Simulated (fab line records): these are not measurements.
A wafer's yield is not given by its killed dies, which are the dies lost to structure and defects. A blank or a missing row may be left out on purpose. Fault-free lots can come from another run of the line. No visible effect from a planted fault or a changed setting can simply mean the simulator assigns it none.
What tool caused it? | flow nand-harc | Sampling: 12 lots, 35 wafers, 5 of 1159 route steps

== WHAT THE GAUGES READ, wafer by wafer ==
NHARC_A_M0_INSPECT_27.
lot  | measured     | on                | raw-defect-count
L453 | day 17 19:23 | defect-inspect-01 | 668 503 415
L455 | day 17 23:42 | defect-inspect-01 | 343 378 334
L456 | day 18 07:09 | defect-inspect-01 | 465 364 691
L463 | day 19 21:53 | defect-inspect-02 | 335 351
L467 | day 20 17:43 | defect-inspect-02 | 459 499 417
L470 | day 21 19:29 | defect-inspect-02 | 412 486 369
L469 | day 22 03:28 | defect-inspect-02 | 528 491 529
L472 | day 22 04:05 | defect-inspect-01 | 421 330 317
L471 | day 22 04:33 | defect-inspect-01 | 459 537 571
L475 | day 23 17:04 | defect-inspect-01 | 411 398 432
L474 | day 23 17:22 | defect-inspect-01 | 584 324 315
L476 | day 23 17:59 | defect-inspect-01 | 359 435 462

NHARC_END_SORT_01.
lot  | measured     | on        | defect-limited-yield (%) | killed-at-array | killed-at-other | killed-at-periphery | killed-dies | killed-open | killed-short | sort_bin_2_pct (%) | sort_bin_3_pct (%) | sort_bin_4_pct (%) | sort-n-pass | sort-rim-yield-pct (%) | sort-yield-pct (%)
L463 | day 21 20:43 | prober-01 | 94.7 96.6                | 30 19           | 2 1             | 4 3                 | 36 23       | 7 3         | 5 2          | 1.6 1.6            | 0.59 0.30          | 3.1 1.5            | 641 654     | 96.2 97.2              | 94.7 96.6

== WHAT TOOL EACH LOT RAN ON (gives the tool, then ch and the chambers of the sampled wafers, and finally the start) ==
lot  | NHARC_A_M0_ANNEAL_30             | NHARC_A_M1_ETCH_35                 | NHARC_A_M1_DEGAS_29
L453 | rtp-anneal-01 ch 0, day 17 18:32 | rie-diel-05 ch 0,1, day 17 21:03   | pvd-sputter-02, day 17 22:00
L455 | rtp-anneal-02 ch 0, day 17 22:52 | rie-diel-09 ch 0,3, day 18 01:22   | pvd-sputter-01, day 18 02:20
L456 | rtp-anneal-01 ch 0, day 18 06:20 | rie-diel-05 ch 1,2, day 18 08:47   | pvd-sputter-02, day 18 09:44
L463 | rtp-anneal-02 ch 0, day 19 21:05 | rie-diel-05 ch 0,2, day 19 23:34   | pvd-sputter-01, day 20 00:29
L467 | rtp-anneal-01 ch 0, day 20 17:01 | rie-diel-10 ch 0,3, day 20 19:15   | pvd-sputter-01, day 20 20:12
L470 | rtp-anneal-01 ch 0, day 21 18:40 | rie-diel-10 ch 0,1,2, day 21 21:04 | pvd-sputter-02, day 21 22:00
L469 | rtp-anneal-01 ch 0, day 22 02:39 | rie-diel-10 ch 1,2,3, day 22 05:01 | pvd-sputter-03, day 22 05:58
L472 | rtp-anneal-02 ch 0, day 22 03:24 | rie-diel-10 ch 2,3, day 22 05:46   | pvd-sputter-01, day 22 06:42
L471 | rtp-anneal-02 ch 0, day 22 03:46 | rie-diel-09 ch 0,2,3, day 22 06:06 | pvd-sputter-02, day 22 07:02
L475 | rtp-anneal-02 ch 0, day 23 16:22 | rie-diel-05 ch 0,1, day 23 18:42   | pvd-sputter-01, day 23 19:38
L474 | rtp-anneal-01 ch 0, day 23 16:33 | rie-diel-10 ch 1,2,3, day 23 18:55 | pvd-sputter-03, day 23 19:51
L476 | rtp-anneal-01 ch 0, day 23 17:10 | rie-diel-05 ch 0,2,3, day 23 19:32 | pvd-sputter-01, day 23 20:28
- NHARC_A_M0_ANNEAL_30: time 90 s.
- NHARC_A_M1_ETCH_35: etches the open film in N2/H2, target depth 40 nm, overetch 12 nm, time 43.94 s.
- NHARC_A_M1_DEGAS_29: time 60 s.

== WHAT THE TOOLS THEMSELVES READ (means of the sampled wafers that have a number; where no wafer has one, the mark that the record gives instead) ==
NHARC_A_M0_ANNEAL_30.
lot  | tool          | wafer_temp_C_max
L453 | rtp-anneal-01 | 226.7
L455 | rtp-anneal-02 | 226.0
L456 | rtp-anneal-01 | 226.6
L463 | rtp-anneal-02 | 225.8
L467 | rtp-anneal-01 | 226.7
L470 | rtp-anneal-01 | 226.7
L469 | rtp-anneal-01 | 226.7
L472 | rtp-anneal-02 | 225.9
L471 | rtp-anneal-02 | 226.2
L475 | rtp-anneal-02 | 225.8
L474 | rtp-anneal-01 | 227.2
L476 | rtp-anneal-01 | 226.7

NHARC_A_M1_ETCH_35.
lot  | tool        | chamber-pressure-mTorr (mTorr) | drypump-motor-current-A (A) | oes-product-au (a.u.) | rf-vpp-V (V) | run-length-s (s) | showerhead-plenum-p-Torr (Torr) | throttle-valve-pct (%)
L453 | rie-diel-05 | 29.969                         | 5.4                         | 1.007                 | 430.7        | 65.4             | 2.04                            | 14.165
L455 | rie-diel-09 | 30.026                         | 5.8                         | 1.008                 | 432.9        | 65.7             | 2.13                            | 14.170
L456 | rie-diel-05 | 29.996                         | 5.2                         | 0.995                 | 431.4        | 62.1             | 2.10                            | 14.175
L463 | rie-diel-05 | 30.029                         | 5.3                         | 0.989                 | 431.6        | 55.0             | 2.13                            | 14.171
L467 | rie-diel-10 | 29.998                         | 6.2                         | 1.010                 | 432.0        | 65.0             | 2.11                            | 14.178
L470 | rie-diel-10 | 30.000                         | 5.8                         | 1.001                 | 430.7        | 65.0             | 2.05                            | 14.169
L469 | rie-diel-10 | 30.011                         | 5.7                         | 0.991                 | 429.6        | 64.9             | 2.01                            | 14.163
L472 | rie-diel-10 | 29.983                         | 5.6                         | 0.994                 | 431.1        | 65.3             | 2.06                            | 14.169
L471 | rie-diel-09 | 29.997                         | 6.0                         | 0.989                 | 432.8        | 65.7             | 2.13                            | 14.164
L475 | rie-diel-05 | 30.014                         | 5.4                         | 1.003                 | 429.4        | 65.2             | 2.00                            | 14.170
L474 | rie-diel-10 | 30.014                         | 5.8                         | 0.989                 | 428.9        | 64.9             | 2.01                            | 14.168
L476 | rie-diel-05 | 30.022                         | 5.3                         | 1.002                 | 433.3        | 65.4             | 2.14                            | 14.167

NHARC_A_M1_DEGAS_29.
lot  | tool           | heater-power-w (W)
L453 | pvd-sputter-02 | 343
L455 | pvd-sputter-01 | 370
L456 | pvd-sputter-02 | 349
L463 | pvd-sputter-01 | 351
L467 | pvd-sputter-01 | 337
L470 | pvd-sputter-02 | 342
L469 | pvd-sputter-03 | 341
L472 | pvd-sputter-01 | 330
L471 | pvd-sputter-02 | 361
L475 | pvd-sputter-01 | 299
L474 | pvd-sputter-03 | 355
L476 | pvd-sputter-01 | 302

== THE ANSWER, worked out from the rows above alone ==
Rule: the lots themselves supply what counts as usual. Put in order of their means at a reading, lots are off if they are a third of the lots or fewer, leave a main group of 4 or more, and stand apart from it by a gap of 3 or more times the standard deviation of the main group's means; of several such gaps the widest counts. A main group whose means are all the same, to the digits that the tables above print for the reading, isn't used. A lot without any number at a reading at which 4 lots or more have one is off too. The other lots that the step has rows for count as sound. First the gauges in route order, then the tools' own readings, where a lot's mean is used as printed above. The first step at which some lot is off is used, and at that step the reading that is off furthest; a lot without a number counts as furthest.
Off: L456, L463 (NHARC_A_M1_ETCH_35, run-length-s). The main group has a mean of 65.2 s with a standard deviation of 0.29.
A tool fits if, at that step or a process step before it, it ran every lot that is off, and no sound lot after the first of them. Of those tried, none fits.

== WHAT HAD BEEN PUT IN BY THE SIMULATOR ==
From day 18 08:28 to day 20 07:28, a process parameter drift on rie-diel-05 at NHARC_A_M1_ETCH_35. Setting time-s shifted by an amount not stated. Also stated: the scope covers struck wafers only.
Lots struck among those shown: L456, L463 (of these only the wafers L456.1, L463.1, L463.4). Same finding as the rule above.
